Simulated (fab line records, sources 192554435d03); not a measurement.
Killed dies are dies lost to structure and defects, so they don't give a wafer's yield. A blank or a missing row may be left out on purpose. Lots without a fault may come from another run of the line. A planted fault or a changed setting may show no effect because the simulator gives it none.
Split-lot experiment | flow n5_finfet | 7 lots, 21 wafers read, on a route of 1938 steps

THE SPLIT
At N5_DUMMY_GATE_COAT_28 (time 60 s, resist thk 10 nm), the setting spin_rpm was moved away from the recipe's 1500 rpm on 9 of the 21 wafers read, by -6.1% to +8.6%. The other wafers ran this setting at the recipe's value.

The reading is taken at the split's own step.

THE READING
underlayer_of_DUMMY_GATE_COAT_28.thk_nm (the simulator's own value, which no gauge read), in nm, at N5_DUMMY_GATE_COAT_28 (time 60 s, resist thk 10 nm). The file gives no usual value for it.

wafer  | tool, chamber at the split | spin_rpm as run, rpm | against the recipe | underlayer_of_DUMMY_GATE_COAT_28.thk_nm, nm | against lot-mates on the recipe
L076.2 | litho_track-01, 0          | 1409                 | -6.1%              | 10.4                                        | +0.4
L076.4 | litho_track-01, 0          | 1409                 | -6.1%              | 10.4                                        | +0.4
L076.3 | litho_track-01, 0          | 1500                 | recipe             | 10                                          | -
L078.1 | litho_track-03, 0          | 1500                 | recipe             | 10                                          | -
L078.2 | litho_track-03, 0          | 1500                 | recipe             | 10                                          | -
L078.5 | litho_track-03, 0          | 1500                 | recipe             | 10                                          | -
L079.1 | litho_track-05, 0          | 1500                 | recipe             | 10                                          | -
L079.3 | litho_track-05, 0          | 1579                 | +5.3%              | 9.8                                         | -0.2
L079.5 | litho_track-05, 0          | 1579                 | +5.3%              | 9.8                                         | -0.2
L080.3 | litho_track-01, 0          | 1500                 | recipe             | 10                                          | -
L080.5 | litho_track-01, 0          | 1500                 | recipe             | 10                                          | -
L080.6 | litho_track-01, 0          | 1500                 | recipe             | 10                                          | -
L085.2 | litho_track-05, 0          | 1593                 | +6.2%              | 9.6                                         | -0.4
L085.4 | litho_track-05, 0          | 1500                 | recipe             | 10                                          | -
L085.5 | litho_track-05, 0          | 1500                 | recipe             | 10                                          | -
L087.1 | litho_track-03, 0          | 1629                 | +8.6%              | 9.6                                         | -0.4
L087.2 | litho_track-03, 0          | 1500                 | recipe             | 10                                          | -
L087.6 | litho_track-03, 0          | 1500                 | recipe             | 10                                          | -
L091.1 | litho_track-05, 0          | 1543                 | +2.9%              | 9.8                                         | no lot-mate on the recipe
L091.2 | litho_track-05, 0          | 1543                 | +2.9%              | 9.8                                         | no lot-mate on the recipe
L091.4 | litho_track-05, 0          | 1543                 | +2.9%              | 9.8                                         | no lot-mate on the recipe

THE FIT
A straight line over all 21 wafers: underlayer_of_DUMMY_GATE_COAT_28.thk_nm changes by -0.0557 nm for each +1% of spin_rpm; r = -0.98; the points scatter about the line by 0.044 nm.
The same after taking each lot's own level away (the mean of its wafers on the recipe; 18 wafers): -0.0543 nm for each +1%; r = -0.98; scatter 0.042 nm.
On that fit, the largest move of spin_rpm shifts the reading by 0.47 nm.
The lots' own levels span 10.00 to 10.00 nm.
So the lot-to-lot level changes the slope little: the two slopes agree.
Check: with one of the wafers moved furthest among these (+8.6%) left out of the fit, the line predicts -0.473 nm for it against its lot-mates. It came out at -0.4 nm against them.

OTHER SPLITS ON THESE WAFERS
These wafers also went through other splits before the reading. Each is held against what the fit with the lots' levels taken away leaves over:
other split on the same wafers                    | wafers away from the commonest value | r with underlayer_of_DUMMY_GATE_COAT_28.thk_nm (lot level and that fit taken away)
N5_PMOS_HMC_CHANNEL_EPI_PEB_07 peb_time_s         | 3                                    | +0.41
N5_PMOS_HMC_CHANNEL_EPI_DEVELOP_08 develop_time_s | 8                                    | -0.32

THE FILE'S OWN FIT
underlayer_of_DUMMY_GATE_COAT_28.thk_nm changes by -0.0531 nm for each +1% of spin_rpm, r = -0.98.
